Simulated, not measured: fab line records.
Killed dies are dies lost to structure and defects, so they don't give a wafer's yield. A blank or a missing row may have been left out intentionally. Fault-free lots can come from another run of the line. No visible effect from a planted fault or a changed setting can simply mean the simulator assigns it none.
fab line records    flow n5_finfet
record lots=7  wafers=19  last_day=18
route steps=1938 shown BEOL_M2@889 BEOL_M4@1111 PASSIVATION@1936
lots with no fault: from the same line, run without faults
start_h: hours from the record's opening day to when the first of the lot's shown wafers began    wait_h: time in hours since the lot's previous step    " identical to the entry in the row above    L1.1+2: one row covering several wafers at once    - no value, or no start given    * or withheld: withheld    < > ~ a bound
route shown NAME@n: names a module that has steps shown in the file, with the first one's number in the route    usual: the fault-free wafers' mean and standard deviation    same: alike in all rows    chamber/n: place in a boat    sites: each site's reading    _std_site: how widely they spread, as a standard deviation    _edge_site: mean of outer sites minus mean of inner sites    radius_mm: how far each site lies from the wafer's centre    mask NAME#n: copy n    behind: tool/chamber where the wafer was last shaped    hold: reason for holding the lot/hours on hold/outcome of the hold    device: transistor that didn't switch, given as n, p or np    end of line: tests of these same wafers at the route's end    a step with no rows: only its recipe    killed: not the wafer's yield, but the dies lost to structure and defects at the first sort    map: a wafer's dies, marking killed ones x, the rest . and places with no die _
set.NAME: the run value of the setting; set.NAME@STEP: its run value at that earlier step    model.NAME: the simulator's own value behind a step, which no gauge read
lots at selected steps of the route; one table per step, one row per wafer
services: from which hour (start_h, from the record's first day; less than 0 if before it) a tool's chamber was out of use, for how many hours, and why
## steps
# step N5_BEOL_M2_STRIP_36
# recipe chemistry=N2/H2  power_w=450  temp_c=40  pressure_mtorr=20  rf_frequency_hz=6e+07  overash_fraction=0.3  bias_power_w=7  h2_frac=0.5  n2_flow_sccm=200  h2_flow_sccm=200
# step N5_BEOL_M2_TRENCH_ETCH_37
# recipe chemistry=C4F6/O2  target_depth_a=555.55  target=SiOC  time_s=29.2  ion_energy_ev=250  pressure_mtorr=30  source_w=355  bias_w=185  Ar_flow_sccm=300  C4F6_flow_sccm=10  O2_flow_sccm=10
# usual drypump_motor_current_A=5.7/0.5  mfc_ar_sccm=299.9/0.86  oes_product_au=0.77/0.089  rf_vpp_V=665/4.7  showerhead_plenum_p_Torr=2.80/0.038  throttle_valve_pct=20.90/0.25
# same time_s=29.2
lot.wafer  tool         chamber  start_h  wait_h  drypump_motor_current_A  mfc_ar_sccm  oes_product_au  rf_hours_counter_h  rf_vpp_V  showerhead_plenum_p_Torr  throttle_valve_pct
L369.4     rie_diel-01  3        -        -       4.8                      300.0        0.74            -                   671       2.83                      21.04
L369.5     "            0        "        "       6.5                      299.6        0.89            -                   667       2.79                      20.40
L369.6     "            1        "        "       5.7                      300.7        0.70            -                   670       2.80                      20.88
L370.1     rie_diel-02  3        -        -       6.1                      300.0        0.78            110                 665       2.87                      20.77
L370.2     "            2        "        "       6.0                      299.8        0.74            163                 659       2.85                      21.30
L370.5     "            3        "        "       6.1                      300.8        0.78            -                   665       2.87                      20.77
L371.1     rie_diel-02  2        -        -       6.0                      301.3        0.73            167                 659       2.85                      21.31
L371.2     "            1        "        "       6.1                      300.2        0.72            158                 670       2.84                      20.64
L371.3     "            0        "        "       5.6                      298.3        0.78            107                 665       2.76                      20.87
L374.2     rie_diel-01  1        -        -       5.8                      299.6        0.69            235                 669       2.80                      20.90
L374.3     "            2        "        "       5.7                      299.6        0.96            7                   660       2.80                      20.89
L375.2     rie_diel-05  0        -        -       5.1                      301.7        0.68            235                 657       2.81                      20.79
L375.4     "            3        "        "       5.8                      301.0        0.71            -                   665       2.81                      21.28
L382.1     rie_diel-01  2        -        -       5.7                      298.3        0.91            25                  657       2.79                      20.91
L382.3     "            3        "        "       4.8                      300.8        0.71            214                 670       2.82                      21.07
L382.5     "            2        "        "       5.7                      299.1        0.91            -                   658       2.79                      20.92
L391.3     rie_diel-02  3        -        -       6.1                      300.6        0.73            155                 664       2.85                      20.83
L391.5     "            1        "        "       6.1                      300.4        0.69            -                   671       2.83                      20.71
L391.6     "            0        "        "       5.6                      300.0        0.75            -                   664       2.74                      20.93
# step N5_BEOL_M2_ETCH_41
# recipe chemistry=CH3F/O2  target=SiCN  target_depth_a=299  taper_deg=2  time_s=52.5  ion_energy_ev=120  mask_material=TiN  pressure_mtorr=30  source_w=395  bias_w=75  Ar_flow_sccm=150  CH3F_flow_sccm=30  O2_flow_sccm=20
# usual drypump_motor_current_A=5.7/0.49  mfc_ar_sccm=150.0/0.46  oes_product_au=0.77/0.09  rf_vpp_V=296.7/1  showerhead_plenum_p_Torr=1.969/0.028  throttle_valve_pct=16.38/0.25
# same time_s=52.5
lot.wafer  tool         chamber  start_h  wait_h  drypump_motor_current_A  mfc_ar_sccm  oes_product_au  rf_hours_counter_h  rf_vpp_V  showerhead_plenum_p_Torr  throttle_valve_pct
L369.4     rie_diel-01  3        -        -       4.8                      149.9        0.74            -                   295.7     1.991                     16.51
L369.5     "            0        "        "       6.6                      150.2        0.89            -                   296.9     1.958                     15.90
L369.6     "            1        "        "       5.7                      150.3        0.69            -                   297.2     1.969                     16.39
L370.1     rie_diel-02  3        -        -       6.1                      149.6        0.78            110                 297.2     2.016                     16.22
L370.2     "            2        "        "       5.9                      149.8        0.74            163                 298.0     2.001                     16.74
L370.5     "            3        "        "       6.1                      149.7        0.77            -                   298.0     2.017                     16.21
L371.1     rie_diel-02  2        -        -       5.9                      150.0        0.73            167                 297.5     2.000                     16.75
L371.2     "            1        "        "       6.1                      149.3        0.73            158                 295.6     2.000                     16.17
L371.3     "            0        "        "       5.6                      149.9        0.79            107                 296.3     1.935                     16.31
L374.2     rie_diel-01  1        -        -       5.7                      150.7        0.69            235                 297.1     1.965                     16.43
L374.3     "            2        "        "       5.7                      150.2        0.97            7                   297.1     1.966                     16.29
L375.2     rie_diel-05  0        -        -       5.1                      150.3        0.68            235                 296.5     1.973                     16.33
L375.4     "            3        "        "       5.7                      150.1        0.70            -                   297.2     1.977                     16.77
L382.1     rie_diel-01  2        -        -       5.7                      150.2        0.92            25                  296.0     1.961                     16.33
L382.3     "            3        "        "       4.8                      150.3        0.72            214                 297.8     1.980                     16.58
L382.5     "            2        "        "       5.7                      150.2        0.92            -                   295.9     1.960                     16.32
L391.3     rie_diel-02  3        -        -       6.0                      149.8        0.74            155                 297.3     2.002                     16.32
L391.5     "            1        "        "       6.1                      150.7        0.69            -                   296.7     1.986                     16.23
L391.6     "            0        "        "       5.6                      150.2        0.75            -                   295.8     1.922                     16.41
# step N5_BEOL_M2_STRIP_97
# recipe chemistry=N2/H2  time_s=10  power_w=450  temp_c=40  pressure_mtorr=20  rf_frequency_hz=6e+07  bias_power_w=7  n2_flow_sccm=200  h2_flow_sccm=200
# usual drypump_motor_current_A=5.7/0.49  oes_product_au=0.77/0.089  rf_vpp_V=59.0/0.91  showerhead_plenum_p_Torr=2.50/0.035  throttle_valve_pct=23.64/0.28
# same time_s=10
lot.wafer  tool         chamber  start_h  wait_h  drypump_motor_current_A  oes_product_au  rf_hours_counter_h  rf_vpp_V  showerhead_plenum_p_Torr  throttle_valve_pct
L369.4     rie_diel-01  3        -        -       4.8                      0.73            -                   60.0      2.52                      23.91
L369.5     "            0        "        "       6.5                      0.89            -                   61.3      2.49                      23.14
L369.6     "            1        "        "       5.8                      0.69            -                   58.4      2.51                      23.74
L370.1     rie_diel-02  3        -        -       6.1                      0.78            110                 59.4      2.56                      23.43
L370.2     "            2        "        "       6.0                      0.74            164                 59.7      2.54                      24.04
L370.5     "            3        "        "       6.1                      0.78            -                   58.4      2.56                      23.43
L371.1     rie_diel-02  2        -        -       5.9                      0.74            167                 58.5      2.53                      24.04
L371.2     "            1        "        "       6.1                      0.73            158                 58.8      2.55                      23.50
L371.3     "            0        "        "       5.6                      0.78            107                 59.4      2.45                      23.51
L374.2     rie_diel-01  1        -        -       5.8                      0.67            235                 59.5      2.50                      23.77
L374.3     "            2        "        "       5.7                      0.95            7                   58.9      2.50                      23.48
L375.2     rie_diel-05  0        -        -       5.1                      0.68            235                 60.1      2.51                      23.57
L375.4     "            3        "        "       5.7                      0.71            -                   60.0      2.50                      23.95
L382.1     rie_diel-01  2        -        -       5.7                      0.92            25                  59.4      2.49                      23.51
L382.3     "            3        "        "       4.8                      0.72            214                 59.8      2.51                      23.97
L382.5     "            2        "        "       5.7                      0.92            -                   59.1      2.49                      23.52
L391.3     rie_diel-02  3        -        -       6.1                      0.73            155                 58.0      2.54                      23.48
L391.5     "            1        "        "       6.1                      0.69            -                   59.0      2.53                      23.55
L391.6     "            0        "        "       5.6                      0.75            -                   59.2      2.43                      23.57
# step N5_BEOL_M2_OCD_MEAS_38
# usual trench_depth_nm=55.5/0.86
lot.wafer  tool    chamber  start_h  wait_h  trench_depth_nm
L369.4     ocd-02  -        145.98   -       55.0
L369.5     "       -        "        "       55.6
L369.6     "       -        "        "       54.8
L370.1     ocd-01  -        157.35   -       56.4
L370.2     "       -        "        "       53.9
L370.5     "       -        "        "       56.2
L371.1     ocd-02  -        166.42   -       53.9
L371.2     "       -        "        "       55.1
L371.3     "       -        "        "       56.2
L374.2     ocd-02  -        179.28   -       55.6
L374.3     "       -        "        "       57.0
L375.2     ocd-01  -        186.35   -       55.0
L375.4     "       -        "        "       55.6
L382.1     ocd-01  -        226.91   -       55.7
L382.3     "       -        "        "       54.5
L382.5     "       -        "        "       56.2
L391.3     ocd-02  -        285.12   -       56.0
L391.5     "       -        "        "       54.7
L391.6     "       -        "        "       55.8
# step N5_BEOL_M2_HM_STRIP_39
# recipe chemistry=peroxide_tin_strip  material=TiN  target_depth_a=250  temp_c=50  time_s=158
# step N5_BEOL_M2_SRD_40
# recipe time_s=30  temp_c=23  rinse_liquid=diw  dry=ipa_marangoni
# step N5_BEOL_M2_PRECLEAN_42
# recipe chemistry=residue_remover  time_s=60  temp_c=40
# step N5_BEOL_M2_SRD_43
# recipe time_s=30  temp_c=23  rinse_liquid=diw  dry=ipa_marangoni
# step N5_BEOL_M2_CD_MEAS_35
# recipe target_cd_nm=18  target_cd_y_nm=22.2  polarity=opening
# usual cd_nm=18.03/0.27
lot.wafer  tool       chamber  start_h  wait_h  cd_nm
L369.4     cd_sem-02  -        146.13   0.0     17.87
L369.5     "          -        "        "       17.96
L369.6     "          -        "        "       17.74
L370.1     cd_sem-02  -        157.52   0.0     18.25
L370.2     "          -        "        "       18.32
L370.5     "          -        "        "       17.85
L371.1     cd_sem-01  -        166.57   0.0     17.82
L371.2     "          -        "        "       18.16
L371.3     "          -        "        "       18.19
L374.2     cd_sem-01  -        179.43   0.0     17.76
L374.3     "          -        "        "       17.89
L375.2     cd_sem-03  -        186.50   0.0     17.74
L375.4     "          -        "        "       18.01
L382.1     cd_sem-01  -        227.06   0.0     18.16
L382.3     "          -        "        "       18.41
L382.5     "          -        "        "       17.86
L391.3     cd_sem-01  -        285.27   0.0     18.18
L391.5     "          -        "        "       17.72
L391.6     "          -        "        "       17.79
# step N5_BEOL_M2_DEGAS_44
# recipe ambient=vacuum  temp_c=250  time_s=60
# step N5_BEOL_M2_PRE_CLEAN_45
# recipe gas=H2/He  time_s=30  temp_c=250
# usual heater_power_w=335/42
# same time_s=30
lot.wafer  tool            chamber  start_h  wait_h  heater_power_w
L369.4     pvd_sputter-03  -        146.83   0.0     373
L369.5     "               -        "        "       362
L369.6     "               -        "        "       375
L370.1     pvd_sputter-02  -        157.80   0.0     355
L370.2     "               -        "        "       286
L370.5     "               -        "        "       376
L371.1     pvd_sputter-03  -        166.66   0.0     342
L371.2     "               -        "        "       365
L371.3     "               -        "        "       362
L374.2     pvd_sputter-03  -        179.72   0.0     296
L374.3     "               -        "        "       345
L375.2     pvd_sputter-03  -        186.76   0.0     300
L375.4     "               -        "        "       362
L382.1     pvd_sputter-01  -        227.92   0.0     355
L382.3     "               -        "        "       374
L382.5     "               -        "        "       358
L391.3     pvd_sputter-03  -        285.47   0.0     373
L391.5     "               -        "        "       372
L391.6     "               -        "        "       290
# step N5_BEOL_M2_ALD_84
# recipe material=TaN  target_thk_a=*  temp_c=275  ald_precursor_family=PDMAT  ald_co_reactant=NH3  pressure_torr=3  carrier_flow_sccm=1500  pulse_time_s=2  purge_time_s=3  co_reactant_purge_time_s=2  co_reactant_pulse_time_s=3  ald_cycles=30  precursor_vessel_temp_c=75  precursor_vessel_pressure_torr=26.25  precursor_vessel_carrier_sccm=1000
# usual heater_power_w=431/47  pulse_time_s=2/0
lot.wafer  tool          chamber  start_h  wait_h  heater_power_w  pulse_time_s
L369.4     ald_metal-03  0        146.89   0.0     414             2
L369.5     "             2        "        "       502             2
L369.6     "             1        "        "       382             2
L370.1     ald_metal-03  3        157.86   0.0     349             2
L370.2     "             0        "        "       420             2
L370.5     "             0        "        "       422             2
L371.1     ald_metal-03  3        166.72   0.0     356             2
L371.2     "             2        "        "       507             1.8893
L371.3     "             1        "        "       382             1.8893
L374.2     ald_metal-03  3        179.78   0.0     346             1.8893
L374.3     "             2        "        "       505             1.8893
L375.2     ald_metal-03  0        186.82   0.0     430             1.8893
L375.4     "             3        "        "       365             2
L382.1     ald_metal-04  2        227.99   0.0     391             2
L382.3     "             0        "        "       465             2
L382.5     "             2        "        "       380             2
L391.3     ald_metal-04  3        285.53   0.0     407             2
L391.5     "             3        "        "       395             2
L391.6     "             0        "        "       452             2
# step N5_BEOL_M2_SURFACE_TREAT_85
# recipe gas=Ar  time_s=*  ion_energy_ev=*  ion_current_ma_cm2=0.5  pressure_mtorr=*  ar_flow_sccm=30
# usual throttle_valve_pct=*
# same time_s=*
lot.wafer  tool            chamber  start_h  wait_h  throttle_valve_pct
L369.4     pvd_sputter-02  -        147.15   0.2     *
L369.5     "               -        "        "       *
L369.6     "               -        "        "       *
L370.1     pvd_sputter-03  -        158.09   0.1     *
L370.2     "               -        "        "       *
L370.5     "               -        "        "       *
L371.1     pvd_sputter-03  -        166.95   0.1     *
L371.2     "               -        "        "       *
L371.3     "               -        "        "       *
L374.2     pvd_sputter-03  -        180.01   0.1     *
L374.3     "               -        "        "       *
L375.2     pvd_sputter-02  -        187.06   0.1     *
L375.4     "               -        "        "       *
L382.1     pvd_sputter-01  -        228.24   0.2     *
L382.3     "               -        "        "       *
L382.5     "               -        "        "       *
L391.3     pvd_sputter-01  -        285.76   0.1     *
L391.5     "               -        "        "       *
L391.6     "               -        "        "       *
# step N5_BEOL_M4_RC_MEAS_101
# usual DIBL_N=36.5/1.4  DIBL_P=36.5/1.6  IOFF_N=0.163/0.022  IOFF_P=0.219/0.029  ION_N=675/8.3  ION_P=464/6.2  SS_N=71.5/0.52  SS_P=73.4/0.57  VT_N=249.7/2.6  VT_P=-250/3
lot.wafer  tool       chamber  start_h  wait_h  DIBL_N[mV/V]  DIBL_P[mV/V]  IOFF_N[nA/um]  IOFF_P[nA/um]  ION_N[uA/um]  ION_P[uA/um]  SS_N[mV/dec]  SS_P[mV/dec]  VT_N[mV]  VT_P[mV]
L369.4     prober-01  0        171.63   0.5     36.0          34.1          0.126          0.197          664           463           71.4          72.9          258.0     -250
L369.5     "          0        "        "       37.7          36.0          0.153          0.229          663           462           71.5          73.4          254.3     -247
L369.6     "          0        "        "       36.5          33.8          0.126          0.191          667           460           71.8          73.0          257.9     -251
L370.1     prober-01  0        183.17   0.0     35.1          35.4          0.143          0.181          667           453           70.8          73.2          250.3     -253
L370.2     "          0        "        "       35.9          36.8          0.167          0.206          674           459           72.0          73.4          246.6     -252
L370.5     "          0        "        "       34.9          34.7          0.136          0.169          661           455           71.5          73.3          251.5     -255
L371.1     prober-02  0        195.64   0.0     34.3          35.7          0.124          0.181          667           457           70.7          73.1          254.2     -253
L371.2     "          0        "        "       38.1          39.3          0.185          0.229          661           453           71.9          73.2          250.0     -252
L371.3     "          0        "        "       35.3          36.6          0.140          0.191          664           461           70.8          72.3          252.1     -255
L374.2     prober-02  0        208.40   0.2     33.6          32.9          0.129          0.164          674           461           71.3          72.1          252.2     -253
L374.3     "          0        "        "       34.6          35.0          0.140          0.184          663           457           71.3          72.3          251.6     -253
L375.2     prober-01  0        213.16   0.2     34.9          34.8          0.145          0.179          675           461           71.0          72.5          252.5     -252
L375.4     "          0        "        "       36.8          37.2          0.177          0.200          680           461           72.1          73.4          246.7     -250
L382.1     prober-02  0        258.55   0.0     35.7          37.0          0.156          0.231          670           464           71.7          73.9          252.4     -247
L382.3     "          0        "        "       37.2          38.7          0.187          0.253          673           463           72.3          73.9          248.2     -248
L382.5     "          0        "        "       36.4          37.9          0.164          0.237          672           466           71.9          74.1          249.8     -247
L391.3     prober-02  0        317.03   0.3     36.0          35.2          0.146          0.213          671           470           72.1          73.3          251.6     -248
L391.5     "          0        "        "       36.0          35.6          0.148          0.219          673           463           71.5          73.5          250.7     -249
L391.6     "          0        "        "       34.4          32.7          0.123          0.188          675           471           70.1          73.1          250.2     -250
# step N5_PASSIVATION_PROBE_49
# usual defect_limited_yield=91.2/1.6  killed_at_M0_to_M3=33/11  killed_at_M4_up=15/6.2  killed_at_contacts=15/7.1  killed_at_front_end=38/12  killed_at_other=4/3.5  killed_dies=104/19  killed_on_rim=14/4  killed_open=69/14  killed_short=34/8.5  sort_bin_5_function=5.2/0.99  sort_bin_6_memory=3.3/0.77  sort_n_pass=1076/19  sort_yield_pct=91.2/1.6
# same gross_dies=1180  killed_at_back_side=0  sort_bin_4_leakage[%]=0  sort_bin_8_speed[%]=0
lot.wafer  tool       chamber  start_h  wait_h  defect_limited_yield[%]  killed_at_M0_to_M3  killed_at_M4_up  killed_at_contacts  killed_at_front_end  killed_at_other  killed_dies  killed_on_rim  killed_open  killed_short  sort_bin_5_function[%]  sort_bin_6_memory[%]  sort_n_pass  sort_yield_pct[%]
L370.1     prober-01  -        288.14   0.0     95.0                     9                   12               12                  22                   4                59           5              37           21            3.3                     1.4                   1121         95.0
L370.2     prober-01  -        288.19   0.1     90.3                     25                  17               20                  39                   13               114          14             72           42            5.5                     3.8                   1066         90.3
L370.5     prober-01  -        288.34   0.2     92.9                     14                  6                22                  36                   6                84           14             54           29            4.0                     2.8                   1096         92.9
L371.1     prober-02  -        293.59   0.0     90.2                     44                  5                18                  36                   13               116          13             87           29            5.2                     4.6                   1064         90.2
L371.2     prober-02  -        293.64   0.1     90.2                     28                  9                17                  53                   9                116          14             77           39            5.5                     3.7                   1064         90.2
L371.3     prober-02  -        293.69   0.1     87.2                     55                  8                24                  58                   6                151          24             98           51            6.7                     5.7                   1029         87.2
L374.2     prober-02  -        309.16   0.1     93.1                     27                  15               3                   36                   1                82           15             53           29            3.6                     3.1                   1098         93.1
L374.3     prober-02  -        309.21   0.1     93.0                     27                  9                8                   34                   5                83           8              61           22            4.3                     2.5                   1097         93.0
L382.1     prober-02  -        375.12   0.0     88.3                     45                  20               14                  51                   8                138          18             93           43            7.9                     3.4                   1042         88.3
L382.3     prober-02  -        375.22   0.1     89.1                     22                  13               9                   82                   3                129          16             84           44            6.4                     4.1                   1051         89.1
L382.5     prober-02  -        375.32   0.2     89.9                     30                  12               8                   61                   8                119          18             66           53            5.5                     4.0                   1061         89.9
# killed by level:class
L370.1 MOL_CONTACT_COAG:geometric_particle:open=9 FIN_SAQP:geometric_particle:short=6 FIN_SAQP:geometric_particle:open=5 MOL_CONTACT_COAG:geometric_particle:short=3 BEOL_M1:geometric_particle:open=3 BEOL_M4:geometric_particle:short=3 DUMMY_GATE:geometric_particle:open=2 SPACER0:geometric_particle:short=2
L370.2 MOL_CONTACT_COAG:geometric_particle:open=16 FIN_SAQP:geometric_particle:open=15 BEOL_M4:geometric_particle:open=11 FIN_SAQP:geometric_particle:short=10 BEOL_M0_SAQP:geometric_particle:open=8 PAD_METAL:geometric_particle:short=6 BEOL_M0_SAQP:geometric_particle:short=5 BEOL_M1:geometric_particle:open=5
L370.5 MOL_CONTACT_COAG:geometric_particle:open=15 FIN_SAQP:geometric_particle:open=9 STI_FIN_REVEAL:geometric_particle:open=7 MOL_CONTACT_COAG:geometric_particle:short=7 FIN_SAQP:geometric_particle:short=5 BEOL_M0_SAQP:geometric_particle:short=5 STARTING-WAFER:geometric_particle:short=5 PAD_METAL:geometric_particle:open=4
L371.1 STI_FIN_REVEAL:geometric_particle:open=17 MOL_CONTACT_COAG:geometric_particle:open=17 BEOL_M2:geometric_particle:open=15 BEOL_M1:geometric_particle:open=9 MIM_TOP_ETCH:geometric_particle:open=8 GATE_CUT:geometric_particle:open=5 BEOL_M0:geometric_particle:open=5 MIM_TOP_ETCH:geometric_particle:short=5
L371.2 STI_FIN_REVEAL:geometric_particle:open=20 MOL_CONTACT_COAG:geometric_particle:open=14 BEOL_M2:geometric_particle:open=8 BEOL_M0_SAQP:geometric_particle:short=7 FIN_SAQP:geometric_particle:open=6 STI_FIN_REVEAL:geometric_particle:short=6 BEOL_M0:geometric_particle:open=6 GATE_CUT:geometric_particle:short=5
L371.3 MOL_CONTACT_COAG:geometric_particle:open=22 STI_FIN_REVEAL:geometric_particle:open=21 BEOL_M0_SAQP:geometric_particle:short=13 BEOL_M2:geometric_particle:open=11 BEOL_M1:geometric_particle:open=10 BEOL_M0_SAQP:geometric_particle:open=9 GATE_CUT:geometric_particle:short=7 STARTING-WAFER:geometric_particle:short=7
L374.2 BEOL_M1:geometric_particle:open=10 STI_FIN_REVEAL:geometric_particle:open=8 GATE_CUT:geometric_particle:open=7 FIN_SAQP:geometric_particle:short=6 GATE_CUT:geometric_particle:short=6 BEOL_M4:geometric_particle:open=6 BEOL_M0_SAQP:geometric_particle:short=4 BEOL_M0:geometric_particle:open=4
L374.3 FIN_SAQP:geometric_particle:open=9 BEOL_M3:geometric_particle:open=9 BEOL_M2:geometric_particle:open=8 GATE_CUT:geometric_particle:open=7 MOL_CONTACT_COAG:geometric_particle:open=6 BEOL_M4:geometric_particle:open=6 GATE_CUT:geometric_particle:short=3 PAD_METAL:geometric_particle:short=3
L382.1 STI_FIN_REVEAL:geometric_particle:open=16 FIN_SAQP:geometric_particle:open=11 MOL_CONTACT_COAG:geometric_particle:open=11 BEOL_M3:geometric_particle:open=8 BEOL_M0_SAQP:geometric_particle:short=8 BEOL_M0_SAQP:geometric_particle:open=7 FIN_SAQP:geometric_particle:short=6 BEOL_M2:geometric_particle:open=6
L382.3 FIN_SAQP:geometric_particle:open=24 STI_FIN_REVEAL:geometric_particle:open=20 FIN_SAQP:geometric_particle:short=15 STI_FIN_REVEAL:geometric_particle:short=9 MOL_CONTACT_COAG:geometric_particle:open=7 BEOL_M0_SAQP:geometric_particle:open=6 BEOL_M4:geometric_particle:open=5 BEOL_M2:geometric_particle:open=4
L382.5 STI_FIN_REVEAL:geometric_particle:open=15 FIN_SAQP:geometric_particle:short=14 FIN_SAQP:geometric_particle:open=10 BEOL_M0_SAQP:geometric_particle:short=9 BEOL_M1:geometric_particle:open=7 MOL_CONTACT_COAG:geometric_particle:open=6 STARTING-WAFER:geometric_particle:open=4 BEOL_M4:geometric_particle:open=4
## services
tool            chamber  start_h  hours  kind
rie_diel-01     1        126.77   8.7    repair
rie_diel-01     2        136.93   -      clean
rie_diel-01     2        136.93   -      consumable_replace:focus_ring
rie_diel-01     2        136.93   22.3   scheduled_down
rie_diel-01     2        136.93   22.3   vent_cycle
rie_diel-05     0        141.50   9.7    repair
pvd_sputter-01  -        141.96   1.9    repair
ald_metal-04    1        147.14   3.4    repair
ald_metal-03    1        150.45   11.6   repair
ald_metal-04    0        151.62   19.0   repair
rie_diel-05     1        163.92   15.8   repair
rie_diel-05     1        184.07   -      clean
rie_diel-05     1        184.07   -      consumable_replace:focus_ring
ald_metal-04    -        199.22   1.0    repair
rie_diel-01     0        205.00   10.7   repair
rie_diel-05     3        217.36   2.8    repair
rie_diel-01     1        226.12   7.0    repair
rie_diel-01     1        233.20   -      clean
rie_diel-01     1        233.20   -      consumable_replace:focus_ring
rie_diel-01     1        233.20   23.2   scheduled_down
rie_diel-01     1        233.20   23.2   vent_cycle
ald_metal-04    1        235.12   6.6    repair
rie_diel-05     -        271.96   10.0   pm
ald_metal-04    3        273.42   4.0    repair
## key
first_sign step=N5_BEOL_M2_ALD_84  reading=pulse_time_s  direction=down  sigmas=99+  usual=*  struck=*
effect none on later readings
met_at N5_BEOL_M2_ALD_84
struck_wafers L371.2,L371.3,L374.2,L374.3,L375.2
onset_between 157.86 166.72
fault kind=process_parameter_drift  tool=ald_metal-03  chamber=-  onset_h=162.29  steps=N5_BEOL_M2_ALD_84  channel=pulse_time_s  offset=*  shape=step  end_h=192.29  scope=struck_wafers_only  acts_in=*  stated=*
